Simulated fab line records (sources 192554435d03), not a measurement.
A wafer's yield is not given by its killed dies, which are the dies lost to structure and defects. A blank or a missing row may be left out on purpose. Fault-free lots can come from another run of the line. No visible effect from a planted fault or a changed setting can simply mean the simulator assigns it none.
Split-lot experiment || flow n5 finfet || 21 wafers read across 7 lots, on a route 1938 steps long

THE SPLIT
At N5_BEOL_M8_COAT_63 (time 60 s, resist thk 60 nm), the setting spin rpm was moved away from the recipe's 1500 rpm on 4 of the 21 wafers read, by -10.5% to +3.0%. For the rest of the wafers, this setting stayed at what the recipe calls for.

Reading taken at the split's own step.

THE READING
SOC_of_BEOL_M8_COAT_63.thk nm (the simulator's own value, which no gauge read), in nm, at N5_BEOL_M8_COAT_63 (time 60 s, resist thk 60 nm). There is no usual value for it anywhere in the file. Here, 17 wafers ran the recipe; their average is 60.0 nm with a standard deviation of 0.18 nm.

{"wafer": "L074.1", "tool, chamber at the split": "litho track-04, 0", "spin rpm as run, rpm": 1343, "against the recipe": "-10.5%", "SOC_of_BEOL_M8_COAT_63.thk nm, nm": 63.2, "against lot-mates on the recipe": "+3.4"}
{"wafer": "L074.5", "tool, chamber at the split": "litho track-04, 0", "spin rpm as run, rpm": 1343, "against the recipe": "-10.5%", "SOC_of_BEOL_M8_COAT_63.thk nm, nm": 63.2, "against lot-mates on the recipe": "+3.4"}
{"wafer": "L074.3", "tool, chamber at the split": "litho track-04, 0", "spin rpm as run, rpm": 1500, "against the recipe": "recipe", "SOC_of_BEOL_M8_COAT_63.thk nm, nm": 59.8, "against lot-mates on the recipe": "-"}
{"wafer": "L075.3", "tool, chamber at the split": "litho track-02, 0", "spin rpm as run, rpm": 1500, "against the recipe": "recipe", "SOC_of_BEOL_M8_COAT_63.thk nm, nm": 59.6, "against lot-mates on the recipe": "-"}
{"wafer": "L075.4", "tool, chamber at the split": "litho track-02, 0", "spin rpm as run, rpm": 1500, "against the recipe": "recipe", "SOC_of_BEOL_M8_COAT_63.thk nm, nm": 59.6, "against lot-mates on the recipe": "-"}
{"wafer": "L075.5", "tool, chamber at the split": "litho track-02, 0", "spin rpm as run, rpm": 1500, "against the recipe": "recipe", "SOC_of_BEOL_M8_COAT_63.thk nm, nm": 59.8, "against lot-mates on the recipe": "-"}
{"wafer": "L079.2", "tool, chamber at the split": "litho track-01, 0", "spin rpm as run, rpm": 1500, "against the recipe": "recipe", "SOC_of_BEOL_M8_COAT_63.thk nm, nm": 60, "against lot-mates on the recipe": "-"}
{"wafer": "L079.4", "tool, chamber at the split": "litho track-01, 0", "spin rpm as run, rpm": 1500, "against the recipe": "recipe", "SOC_of_BEOL_M8_COAT_63.thk nm, nm": 60, "against lot-mates on the recipe": "-"}
{"wafer": "L079.6", "tool, chamber at the split": "litho track-01, 0", "spin rpm as run, rpm": 1500, "against the recipe": "recipe", "SOC_of_BEOL_M8_COAT_63.thk nm, nm": 59.8, "against lot-mates on the recipe": "-"}
{"wafer": "L082.2", "tool, chamber at the split": "litho track-02, 0", "spin rpm as run, rpm": 1500, "against the recipe": "recipe", "SOC_of_BEOL_M8_COAT_63.thk nm, nm": 60, "against lot-mates on the recipe": "-"}
{"wafer": "L082.6", "tool, chamber at the split": "litho track-02, 0", "spin rpm as run, rpm": 1500, "against the recipe": "recipe", "SOC_of_BEOL_M8_COAT_63.thk nm, nm": 60, "against lot-mates on the recipe": "-"}
{"wafer": "L082.5", "tool, chamber at the split": "litho track-02, 0", "spin rpm as run, rpm": 1384, "against the recipe": "-7.7%", "SOC_of_BEOL_M8_COAT_63.thk nm, nm": 62.4, "against lot-mates on the recipe": "+2.4"}
{"wafer": "L086.2", "tool, chamber at the split": "litho track-04, 0", "spin rpm as run, rpm": 1500, "against the recipe": "recipe", "SOC_of_BEOL_M8_COAT_63.thk nm, nm": 60, "against lot-mates on the recipe": "-"}
{"wafer": "L086.6", "tool, chamber at the split": "litho track-04, 0", "spin rpm as run, rpm": 1500, "against the recipe": "recipe", "SOC_of_BEOL_M8_COAT_63.thk nm, nm": 60, "against lot-mates on the recipe": "-"}
{"wafer": "L086.4", "tool, chamber at the split": "litho track-04, 0", "spin rpm as run, rpm": 1545, "against the recipe": "+3.0%", "SOC_of_BEOL_M8_COAT_63.thk nm, nm": 59, "against lot-mates on the recipe": -1.0}
{"wafer": "L091.1", "tool, chamber at the split": "litho track-02, 0", "spin rpm as run, rpm": 1500, "against the recipe": "recipe", "SOC_of_BEOL_M8_COAT_63.thk nm, nm": 60.2, "against lot-mates on the recipe": "-"}
{"wafer": "L091.3", "tool, chamber at the split": "litho track-02, 0", "spin rpm as run, rpm": 1500, "against the recipe": "recipe", "SOC_of_BEOL_M8_COAT_63.thk nm, nm": 60, "against lot-mates on the recipe": "-"}
{"wafer": "L091.4", "tool, chamber at the split": "litho track-02, 0", "spin rpm as run, rpm": 1500, "against the recipe": "recipe", "SOC_of_BEOL_M8_COAT_63.thk nm, nm": 60, "against lot-mates on the recipe": "-"}
{"wafer": "L092.2", "tool, chamber at the split": "litho track-04, 0", "spin rpm as run, rpm": 1500, "against the recipe": "recipe", "SOC_of_BEOL_M8_COAT_63.thk nm, nm": 60, "against lot-mates on the recipe": "-"}
{"wafer": "L092.3", "tool, chamber at the split": "litho track-04, 0", "spin rpm as run, rpm": 1500, "against the recipe": "recipe", "SOC_of_BEOL_M8_COAT_63.thk nm, nm": 60.2, "against lot-mates on the recipe": "-"}
{"wafer": "L092.6", "tool, chamber at the split": "litho track-04, 0", "spin rpm as run, rpm": 1500, "against the recipe": "recipe", "SOC_of_BEOL_M8_COAT_63.thk nm, nm": 60.2, "against lot-mates on the recipe": "-"}

FIT RESULTS
A straight line over all 21 wafers: SOC_of_BEOL_M8_COAT_63.thk nm changes by -0.312 nm for each +1% of spin rpm; r = -0.99; the points scatter about the line by 0.17 nm.
The same after taking each lot's own level away (the mean of its wafers on the recipe; 21 wafers): -0.322 nm for each +1%; r = -1.00; scatter 0.079 nm.
According to that fit, moving spin rpm by its largest amount changes the reading by 3.4 nm.
Measured against the standard deviation above, the lots' own levels, which go from 59.67 to 60.13 nm, span 2.7 times it.
So the lot-to-lot level changes the slope little: the two slopes agree.
Check: with one of the wafers moved furthest among these (-10.5%) left out of the fit, the line predicts +3.35 nm for it against its lot-mates. It came out at +3.4 nm against them.

OTHER SPLITS ON THESE WAFERS
These wafers also went through other splits before the reading. Each is held against what the fit with the lots' levels taken away leaves over:
{"other split on the same wafers": "N5_BEOL_M3_DESCUM_33 time s", "wafers away from the commonest value": 9, "r with SOC_of_BEOL_M8_COAT_63.thk nm (lot level and that fit taken away)": "+0.03"}
{"other split on the same wafers": "N5_BEOL_M4_TRENCH_ETCH_37 source w", "wafers away from the commonest value": 5, "r with SOC_of_BEOL_M8_COAT_63.thk nm (lot level and that fit taken away)": "+0.10"}
{"other split on the same wafers": "N5_BEOL_M5_COAT_66 spin rpm", "wafers away from the commonest value": 9, "r with SOC_of_BEOL_M8_COAT_63.thk nm (lot level and that fit taken away)": "+0.06"}
{"other split on the same wafers": "N5_BEOL_M5_COAT_74 spin rpm", "wafers away from the commonest value": 11, "r with SOC_of_BEOL_M8_COAT_63.thk nm (lot level and that fit taken away)": "+0.62"}
{"other split on the same wafers": "N5_BEOL_M6_TRENCH_ETCH_37 source w", "wafers away from the commonest value": 9, "r with SOC_of_BEOL_M8_COAT_63.thk nm (lot level and that fit taken away)": "+0.23"}
{"other split on the same wafers": "N5_BEOL_M8_PECVD_70 temp c", "wafers away from the commonest value": 7, "r with SOC_of_BEOL_M8_COAT_63.thk nm (lot level and that fit taken away)": "+0.02"}

THE FILE'S OWN FIT
SOC_of_BEOL_M8_COAT_63.thk nm changes by -0.32 nm for each +1% of spin rpm, r = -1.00.
